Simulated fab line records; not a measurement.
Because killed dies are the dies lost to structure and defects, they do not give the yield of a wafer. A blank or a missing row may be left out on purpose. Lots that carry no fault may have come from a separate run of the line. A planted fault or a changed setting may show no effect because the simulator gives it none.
fab line records	flow n5_finfet
record lots=7	wafers=39
route steps=1938 shown DUMMY_GATE@221 HKMG_FIN@386 MOL_CONTACT_COAG@559 BEOL_M5@1112 BEOL_M8@1371
start_h: hours from the record's opening day to when the first of the lot's shown wafers began	wait_h: hours since the lot's step before	" same as the row above	L1.1+2: several wafers, shown together as one row	- value missing, or start not given	* or withheld: withheld	< > ~ a bound
route shown NAME@n: NAME is a module with steps in the file, n the number in the route of the first one	usual: mean/standard deviation taken from wafers without a fault	same: alike in all rows	chamber/n: place in a boat	sites: the reading at each site	_std_site: standard deviation of those values	_edge_site: mean of outer sites minus mean of inner sites	radius_mm: for every site, how far away it sits from the centre of the wafer	mask NAME#n: copy n	behind: tool/chamber where the wafer was last shaped	hold: why the lot was held/for how many hours/how that ended	device: which transistor (n, p or np) failed to switch	end of line: tests run on the same wafers once the route is complete	a step given without rows: its recipe and nothing more	killed: the dies lost at the first sort to structure and to defects; this is not the yield of the wafer	map: shows each die of a wafer: x if killed, . if not, _ if none is there
set.NAME: the run value of the setting; set.NAME@STEP: its run value at that earlier step	model.NAME: the simulator's own value behind a step, which no gauge read
lots with deliberately changed settings; one table per step, one row per wafer
## steps
# step N5_DUMMY_GATE_PECVD_30
# recipe material=SiO2	target_thk_a=550	temp_c=400	precursor=TEOS/O2	pressure_torr=6.5	rf_w=withheld	teos_flow_sccm=withheld	gas=O2	flow_sccm=2650	time_s=10.8
lot.wafer	tool	chamber	start_h	wait_h	set.time_s	model.SiO2_of_DUMMY_GATE_PECVD_30.thk_nm
L077.1	pecvd-01	0	63.53	0.0	10.8	54.4
L077.2	"	1	"	"	5.888	28.8
L077.3	"	2	"	"	5.888	30.8
L077.4	"	2	"	"	10.8	55.4
L077.5	"	1	"	"	5.888	29
L077.6	"	0	"	"	10.8	54.8
L080.1	pecvd-03	0	81.03	0.0	10.8	54.2
L080.2	"	1	"	"	12.55	62.4
L080.3	"	2	"	"	12.55	62
L080.4	"	1	"	"	10.8	55.6
L080.5	"	2	"	"	10.8	54.4
L080.6	"	0	"	"	12.55	63.2
L086.1	pecvd-01	0	117.85	0.0	9.179	46.4
L086.2	"	2	"	"	10.8	54.8
L086.3	"	1	"	"	9.179	44.8
L086.4	"	2	"	"	10.8	55.4
L086.5	"	1	"	"	10.8	54.2
L086.6	"	0	"	"	9.179	46.2
L088.1	pecvd-02	0	128.40	0.0	10.8	54
L088.2	"	1	"	"	10.8	54.8
L088.3	"	2	"	"	10.8	55.4
L088.4	"	1	"	"	10.8	55.8
L088.5	"	2	"	"	10.8	56.6
L088.6	"	0	"	"	10.8	55.6
L089.1	pecvd-03	1	135.16	0.0	10.8	54
L089.2	"	0	"	"	10.8	53.8
L089.3	"	2	"	"	10.8	53.6
L089.4	"	1	"	"	10.8	54.8
L089.5	"	2	"	"	10.8	54.6
L089.6	"	0	"	"	10.8	54.4
L093.1	pecvd-03	1	158.28	0.0	10.8	54.4
L093.2	"	2	"	"	10.8	53
L093.3	"	0	"	"	6.862	34.6
L093.4	"	1	"	"	6.862	35.8
L093.5	"	0	"	"	10.8	55
L093.6	"	2	"	"	6.862	35.4
L095.1	pecvd-03	0	173.41	0.0	10.8	53.2
L095.4	"	0	"	"	10.8	54.6
L095.5	"	2	"	"	10.8	54.2
# step N5_HKMG_FIN_HK_ALD_01
# recipe material=HfO2	target_thk_a=16	temp_c=withheld	ald_precursor_family=HfCl4	ald_co_reactant=H2O	pulse_time_s=3	purge_time_s=3	co_reactant_purge_time_s=2.5	co_reactant_pulse_time_s=0.3	ald_cycles=30
lot.wafer	tool	chamber	start_h	wait_h	set.ald_cycles	model.HfO2_of_HKMG_FIN_HK_ALD_01.thk_nm
L077.1+2+5	ald_hk-02	0,2,3	88.70	0.0	30	1.6
L077.3+4+6	"	1,3,2	"	"	23	1.2
L080.1+4+6	ald_hk-01	1,0,2	105.83	0.0	14	0.8
L080.2+3+5	"	2,3,3	"	"	30	1.6
L086.1+2+3	ald_hk-02	0,3,2	141.28	0.1	16	0.8
L086.4+5+6	"	1,0,3	"	"	30	1.6
L088.1+2+3	ald_hk-02	0,1,2	153.78	0.1	18	1
L088.4+5+6	"	3,2,1	"	"	30	1.6
L089.1+5+6	ald_hk-01	3,0,3	159.59	0.0	30	1.6
L089.2+3+4	"	0,2,1	"	"	45	2.4
L093.1+3+4	ald_hk-03	2,3,1	182.21	0.0	30	1.6
L093.2+5+6	"	0,2,3	"	"	43	2.2
L095.1+4+5	ald_hk-01	3,2,3	197.04	0.0	30	1.6
# step N5_HKMG_FIN_HK_ANNEAL_02
# recipe temp_c=700	time_s=30	ambient=N2	idle_temp_c=600	ramp_up_c_per_s=150	ramp_down_c_per_s=60	cool_to_c=600
# step N5_HKMG_FIN_ALD_74
# recipe material=La2O3	target_thk_a=5	temp_c=250	ald_precursor_family=La-Cp	ald_co_reactant=O3	pulse_time_s=6	co_reactant_pulse_time_s=1	purge_time_s=3	co_reactant_purge_time_s=3
# step N5_HKMG_FIN_WET_ETCH_82
# recipe chemistry=dHCl	mix=1:10000	temp_c=25	target=La2O3	stop_on=HfO2	target_depth_nm=2	dry=ipa_marangoni	rinse_time_s=30	rinse_temp_c=23
# step N5_HKMG_FIN_ALD_36
# recipe material=TiN	target_thk_a=10	temp_c=400	ald_precursor_family=TiCl4	ald_co_reactant=NH3	pulse_time_s=1	purge_time_s=3	co_reactant_purge_time_s=2	co_reactant_pulse_time_s=2	ald_cycles=47	pressure_torr=3
# step N5_HKMG_FIN_THK_MEAS_70
# recipe thk_meas_gauge=xrf	reads=HfO2_of_HKMG_FIN_HK_ALD_01
# usual HK_THK=1.597/0.023
lot.wafer	tool	chamber	start_h	wait_h	set.ald_cycles@HKMG_FIN_HK_ALD_01	HK_THK[nm]
L077.1	film_metro-02	-	92.29	0.2	30	1.593
L077.2	"	-	"	"	30	1.540
L077.3	"	-	"	"	23	1.243
L077.4	"	-	"	"	23	1.237
L077.5	"	-	"	"	30	1.663
L077.6	"	-	"	"	23	1.216
L080.1	film_metro-02	-	109.70	0.2	14	0.779
L080.2	"	-	"	"	30	1.594
L080.3	"	-	"	"	30	1.604
L080.4	"	-	"	"	14	0.770
L080.5	"	-	"	"	30	1.636
L080.6	"	-	"	"	14	0.755
L086.1	film_metro-01	-	144.93	0.2	16	0.863
L086.2	"	-	"	"	16	0.847
L086.3	"	-	"	"	16	0.837
L086.4	"	-	"	"	30	1.578
L086.5	"	-	"	"	30	1.573
L086.6	"	-	"	"	30	1.579
L088.1	film_metro-02	-	157.81	0.2	18	0.995
L088.2	"	-	"	"	18	0.973
L088.3	"	-	"	"	18	0.947
L088.4	"	-	"	"	30	1.605
L088.5	"	-	"	"	30	1.606
L088.6	"	-	"	"	30	1.580
L089.1	film_metro-01	-	163.40	0.2	30	1.590
L089.2	"	-	"	"	45	2.391
L089.3	"	-	"	"	45	2.395
L089.4	"	-	"	"	45	2.398
L089.5	"	-	"	"	30	1.605
L089.6	"	-	"	"	30	1.574
L093.1	film_metro-02	-	186.13	0.2	30	1.609
L093.2	"	-	"	"	43	2.265
L093.3	"	-	"	"	30	1.601
L093.4	"	-	"	"	30	1.605
L093.5	"	-	"	"	43	2.270
L093.6	"	-	"	"	43	2.240
L095.1	film_metro-01	-	200.76	0.2	30	1.559
L095.4	"	-	"	"	30	1.598
L095.5	"	-	"	"	30	1.579
# step N5_MOL_CONTACT_COAG_ALD_27
# recipe material=SiOC	target_thk_a=170	temp_c=400	ald_precursor_family=carbosiloxane	ald_co_reactant=H2-plasma	pulse_time_s=1.5	time_s=2720	purge_time_s=2	co_reactant_purge_time_s=2	ald_cycles=340	pressure_torr=2
lot.wafer	tool	chamber	start_h	wait_h	set.ald_cycles	model.SiOC_of_MOL_CONTACT_COAG_ALD_27.thk_nm
L077.1+6	ald_sin-02	1,2	111.72	0.0	421	20.8
L077.2	"	3	"	"	421	21
L077.3	"	2	"	"	340	16.8
L077.4+5	"	0,1	"	"	340	17
L080.1+2+3+5+6	ald_sin-02	2,3,1,0,3	129.37	0.4	340	17
L080.4	"	0	"	"	340	17.2
L086.1	ald_sin-02	3	166.22	0.4	340	17.2
L086.2+3+4+6	"	1,0,0,3	"	"	340	17
L086.5	"	1	"	"	340	16.8
L088.1+3	ald_sin-02	2,3	180.72	0.3	397	19.8
L088.2+4	"	1,0	"	"	340	17
L088.5	"	2	"	"	397	19.6
L088.6	"	1	"	"	340	16.8
L089.1+3	ald_sin-02	0,3	186.87	0.1	340	17
L089.2	"	1	"	"	340	16.8
L089.4+6	"	2,1	"	"	224	11.2
L089.5	"	2	"	"	224	11
L093.1+5	ald_sin-04	1,2	206.79	0.0	201	10.2
L093.2+4	"	2,3	"	"	340	17
L093.3	"	0	"	"	201	10
L093.6	"	3	"	"	340	16.8
L095.1+4	ald_sin-04	0,2	218.82	0.0	340	17
L095.5	"	1	"	"	340	17.2
# step N5_BEOL_M5_ILD_DEP_00
# recipe material=SiCOH_lowk	target_thk_a=1406.4	temp_c=300	precursor=DEMS/porogen	pressure_torr=5	rf_w=500	time_s=25.9
lot.wafer	tool	chamber	start_h	wait_h	set.target_thk_a	model.SiCOH_lowk_of_BEOL_M5_ILD_DEP_00.thk_nm
L077.1	pecvd-02	0	189.79	0.8	1406.4	141.2
L077.2	"	1	"	"	1406.4	140.4
L077.3	"	2	"	"	1406.4	140
L077.4	"	0	"	"	1406.4	143.2
L077.5	"	2	"	"	1406.4	142
L077.6	"	1	"	"	1406.4	143.4
L080.1	pecvd-04	1	194.35	0.8	1406.4	141.8
L080.2	"	2	"	"	1406.4	139
L080.3	"	2	"	"	1406.4	143.6
L080.4	"	1	"	"	1406.4	144
L080.5	"	1	"	"	1406.4	144.4
L080.6	"	2	"	"	1406.4	142.2
L086.1	pecvd-04	2	232.27	0.8	2094	209.8
L086.2	"	0	"	"	1406.4	140.8
L086.3	"	1	"	"	1406.4	144.2
L086.4	"	0	"	"	2094	210.8
L086.5	"	2	"	"	2094	212.8
L086.6	"	1	"	"	1406.4	146
L089.1	pecvd-03	0	248.01	0.8	1406.4	139.4
L089.2	"	1	"	"	1863	187.4
L089.3	"	2	"	"	1406.4	145.2
L089.4	"	2	"	"	1863	191.8
L089.5	"	0	"	"	1863	188.2
L089.6	"	1	"	"	1406.4	141.8
L088.1	pecvd-03	0	258.28	0.8	1121	110.6
L088.2	"	1	"	"	1121	112.2
L088.3	"	2	"	"	1406.4	142.8
L088.4	"	0	"	"	1406.4	141
L088.5	"	1	"	"	1406.4	141.6
L088.6	"	2	"	"	1121	114
L093.1	pecvd-04	0	277.02	0.8	1956	195.8
L093.2	"	1	"	"	1956	194
L093.3	"	2	"	"	1406.4	142
L093.4	"	0	"	"	1406.4	142.4
L093.5	"	2	"	"	1406.4	145.2
L093.6	"	1	"	"	1956	197
L095.1	pecvd-04	0	286.93	0.8	1406.4	139.8
L095.4	"	2	"	"	1406.4	142.6
L095.5	"	1	"	"	1406.4	142
# step N5_BEOL_M5_CURE_79
# recipe temp_c=385	time_s=240	ambient=He/Ar	material=SiCOH_lowk
lot.wafer	tool	chamber	start_h	wait_h	set.target_thk_a@BEOL_M5_ILD_DEP_00	model.SiCOH_lowk_of_BEOL_M5_ILD_DEP_00.thk_nm
L077.1	uv_cure-02	1	189.99	0.2	1406.4	121.4
L077.2	"	1	"	"	1406.4	120.8
L077.3	"	1	"	"	1406.4	120.6
L077.4	"	1	"	"	1406.4	123.2
L077.5	"	1	"	"	1406.4	122.2
L077.6	"	1	"	"	1406.4	123.4
L080.1	uv_cure-03	0	194.43	0.1	1406.4	122
L080.2	"	0	"	"	1406.4	119.6
L080.3	"	0	"	"	1406.4	123.6
L080.4	"	0	"	"	1406.4	123.8
L080.5	"	0	"	"	1406.4	124.4
L080.6	"	0	"	"	1406.4	122.4
L086.1	uv_cure-01	2	232.79	0.5	2094	181.2
L086.2	"	2	"	"	1406.4	121.2
L086.3	"	2	"	"	1406.4	124
L086.4	"	2	"	"	2094	182
L086.5	"	2	"	"	2094	183.8
L086.6	"	2	"	"	1406.4	125.6
L089.1	uv_cure-03	0	248.07	0.0	1406.4	120
L089.2	"	0	"	"	1863	161.8
L089.3	"	0	"	"	1406.4	125
L089.4	"	0	"	"	1863	165.6
L089.5	"	0	"	"	1863	162.4
L089.6	"	0	"	"	1406.4	122
L088.1	uv_cure-01	1	258.34	0.0	1121	95
L088.2	"	1	"	"	1121	96.4
L088.3	"	1	"	"	1406.4	122.8
L088.4	"	1	"	"	1406.4	121.4
L088.5	"	1	"	"	1406.4	121.8
L088.6	"	1	"	"	1121	97.8
L093.1	uv_cure-01	0	277.08	0.0	1956	169
L093.2	"	0	"	"	1956	167.4
L093.3	"	0	"	"	1406.4	122.2
L093.4	"	0	"	"	1406.4	122.4
L093.5	"	0	"	"	1406.4	125
L093.6	"	0	"	"	1956	170
L095.1	uv_cure-03	0	286.99	0.0	1406.4	120.2
L095.4	"	0	"	"	1406.4	122.8
L095.5	"	0	"	"	1406.4	122.2
# step N5_BEOL_M5_THK_MEAS_01
# recipe reads=SiCOH_lowk_of_BEOL_M5_ILD_DEP_00
# usual M5_ILD_THK=121.8/1.6
lot.wafer	tool	chamber	start_h	wait_h	set.target_thk_a@BEOL_M5_ILD_DEP_00	M5_ILD_THK[nm]
L077.1	film_metro-01	-	190.98	0.8	1406.4	121.4
L077.2	"	-	"	"	1406.4	120.9
L077.3	"	-	"	"	1406.4	120.6
L077.4	"	-	"	"	1406.4	123.4
L077.5	"	-	"	"	1406.4	122.2
L077.6	"	-	"	"	1406.4	123.3
L080.1	film_metro-02	-	194.95	0.4	1406.4	121.9
L080.2	"	-	"	"	1406.4	119.5
L080.3	"	-	"	"	1406.4	123.7
L080.4	"	-	"	"	1406.4	123.8
L080.5	"	-	"	"	1406.4	124.3
L080.6	"	-	"	"	1406.4	122.5
L086.1	film_metro-01	-	233.30	0.4	2094	181.0
L086.2	"	-	"	"	1406.4	121.0
L086.3	"	-	"	"	1406.4	124.0
L086.4	"	-	"	"	2094	181.9
L086.5	"	-	"	"	2094	183.9
L086.6	"	-	"	"	1406.4	125.6
L089.1	film_metro-01	-	249.06	0.8	1406.4	119.9
L089.2	"	-	"	"	1863	161.8
L089.3	"	-	"	"	1406.4	125.0
L089.4	"	-	"	"	1863	165.4
L089.5	"	-	"	"	1863	162.5
L089.6	"	-	"	"	1406.4	122.1
L088.1	film_metro-01	-	258.86	0.4	1121	95.1
L088.2	"	-	"	"	1121	96.4
L088.3	"	-	"	"	1406.4	122.8
L088.4	"	-	"	"	1406.4	121.3
L088.5	"	-	"	"	1406.4	121.9
L088.6	"	-	"	"	1121	97.8
L093.1	film_metro-02	-	277.60	0.4	1956	169.1
L093.2	"	-	"	"	1956	167.5
L093.3	"	-	"	"	1406.4	122.2
L093.4	"	-	"	"	1406.4	122.5
L093.5	"	-	"	"	1406.4	125.0
L093.6	"	-	"	"	1956	170.0
L095.1	film_metro-02	-	287.51	0.4	1406.4	120.2
L095.4	"	-	"	"	1406.4	122.9
L095.5	"	-	"	"	1406.4	122.1
# step N5_BEOL_M8_ETCH_66
# recipe chemistry=N2/H2	target=SOC	target_depth_a=800	overetch_a=160	mask_material=SiARC	temp_c=40	time_s=120	ion_energy_ev=200	pressure_mtorr=30	source_w=840	bias_w=150	n2_flow_sccm=200	h2_flow_sccm=200
# usual oes_product_au=0.61/0.049
lot.wafer	tool	chamber	start_h	wait_h	set.target_depth_a	oes_product_au	model.etch.depth_nm	model.SiARC_of_BEOL_M8_COAT_64.thk_nm	model.BEOL_M8.cd_nm
L077.1	rie_diel-04	2	226.72	0.0	800	0.68	59.83	6.4	40.2
L077.2	"	1	"	"	800	0.64	60.08	6.8	39.8
L077.3	"	0	"	"	800	0.59	59.97	6.8	39.6
L077.4	"	3	"	"	800	0.69	60.14	6.2	39.8
L077.5	"	2	"	"	800	0.68	59.9	6.2	40.4
L077.6	"	1	"	"	800	0.64	59.98	6.8	39.8
L080.1	rie_diel-01	2	230.29	0.0	800	0.57	60.11	6.8	40.2
L080.2	"	0	"	"	800	0.59	60.04	6.2	40.2
L080.3	"	3	"	"	332.4	0.79	49.27	9.2	39
L080.4	"	1	"	"	800	0.52	59.87	6.4	40.6
L080.5	"	0	"	"	332.4	0.77	49.52	9	39
L080.6	"	3	"	"	332.4	0.78	49.19	9.2	39.2
L086.1	rie_diel-04	3	262.08	0.0	800	0.67	60.15	6.2	39.6
L086.2	"	0	"	"	800	0.58	60.06	6.8	39.6
L086.3	"	2	"	"	800	0.67	59.94	6.4	40
L086.4	"	1	"	"	800	0.62	60.08	6.8	40
L086.5	"	1	"	"	800	0.62	59.96	6.8	40
L086.6	"	0	"	"	800	0.58	60.07	6.8	39.6
L089.1	rie_diel-01	2	278.55	0.0	800	0.56	60	6.8	40.4
L089.2	"	0	"	"	347.6	0.75	50.11	9	39
L089.3	"	3	"	"	347.6	0.77	50.09	9.2	39.2
L089.4	"	3	"	"	800	0.59	60.01	6.4	40.4
L089.5	"	2	"	"	347.6	0.72	49.68	9.4	39.2
L089.6	"	0	"	"	800	0.58	60.12	6.2	40.2
L088.1	rie_diel-05	1	287.41	0.0	1214	0.52	60.24	3.8	40.8
L088.2	"	3	"	"	800	0.66	59.97	6.6	39.6
L088.3	"	0	"	"	1214	0.52	60.03	3.8	41.2
L088.4	"	2	"	"	1214	0.46	60.21	5	40.8
L088.5	"	0	"	"	800	0.62	59.99	6.2	40.6
L088.6	"	3	"	"	800	0.66	59.95	6.6	39.6
L093.1	rie_diel-04	1	307.52	0.0	800	0.61	59.89	6.8	39.8
L093.2	"	3	"	"	460.9	0.83	59.82	8.2	39
L093.3	"	0	"	"	460.9	0.72	59.32	8.6	39
L093.4	"	2	"	"	800	0.66	59.9	6.4	40
L093.5	"	3	"	"	800	0.65	60.05	6.2	39.8
L093.6	"	2	"	"	460.9	0.83	59.92	8.4	39.2
L095.1	rie_diel-05	0	315.29	0.0	800	0.61	59.99	6.2	40.2
L095.4	"	0	"	"	800	0.61	60.12	6.2	40.4
L095.5	"	3	"	"	800	0.65	59.89	6.6	39.8
## key
split step=N5_DUMMY_GATE_PECVD_30	setting=time_s	stated=10.8	by=wafer
response step=N5_DUMMY_GATE_PECVD_30	reading=model.SiO2_of_DUMMY_GATE_PECVD_30.thk_nm	change=+0.541	per=1%	r=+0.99
split step=N5_HKMG_FIN_HK_ALD_01	setting=ald_cycles	stated=30	by=wafer
response step=N5_HKMG_FIN_HK_ALD_01	reading=model.HfO2_of_HKMG_FIN_HK_ALD_01.thk_nm	change=+0.0155	per=1%	r=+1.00
response step=N5_HKMG_FIN_THK_MEAS_70	reading=HK_THK	change=+0.0157	per=1%	r=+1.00
split step=N5_MOL_CONTACT_COAG_ALD_27	setting=ald_cycles	stated=340	by=wafer
response step=N5_MOL_CONTACT_COAG_ALD_27	reading=model.SiOC_of_MOL_CONTACT_COAG_ALD_27.thk_nm	change=+0.167	per=1%	r=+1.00
split step=N5_BEOL_M5_ILD_DEP_00	setting=target_thk_a	stated=1406.4	by=wafer
response step=N5_BEOL_M5_ILD_DEP_00	reading=model.SiCOH_lowk_of_BEOL_M5_ILD_DEP_00.thk_nm	change=+1.39	per=1%	r=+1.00
response step=N5_BEOL_M5_CURE_79	reading=model.SiCOH_lowk_of_BEOL_M5_ILD_DEP_00.thk_nm	change=+1.21	per=1%	r=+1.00
response step=N5_BEOL_M5_THK_MEAS_01	reading=M5_ILD_THK	change=+1.21	per=1%	r=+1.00
split step=N5_BEOL_M8_ETCH_66	setting=target_depth_a	stated=800	by=wafer
response step=N5_BEOL_M8_ETCH_66	reading=oes_product_au	change=-0.00329	per=1%	r=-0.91
response step=N5_BEOL_M8_ETCH_66	reading=model.etch.depth_nm	shape=bent	at_lowest=49.33	at_stated=60	at_highest=60.16
response step=N5_BEOL_M8_ETCH_66	reading=model.SiARC_of_BEOL_M8_COAT_64.thk_nm	change=-0.046	per=1%	r=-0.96
response step=N5_BEOL_M8_ETCH_66	reading=model.BEOL_M8.cd_nm	change=+0.0205	per=1%	r=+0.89
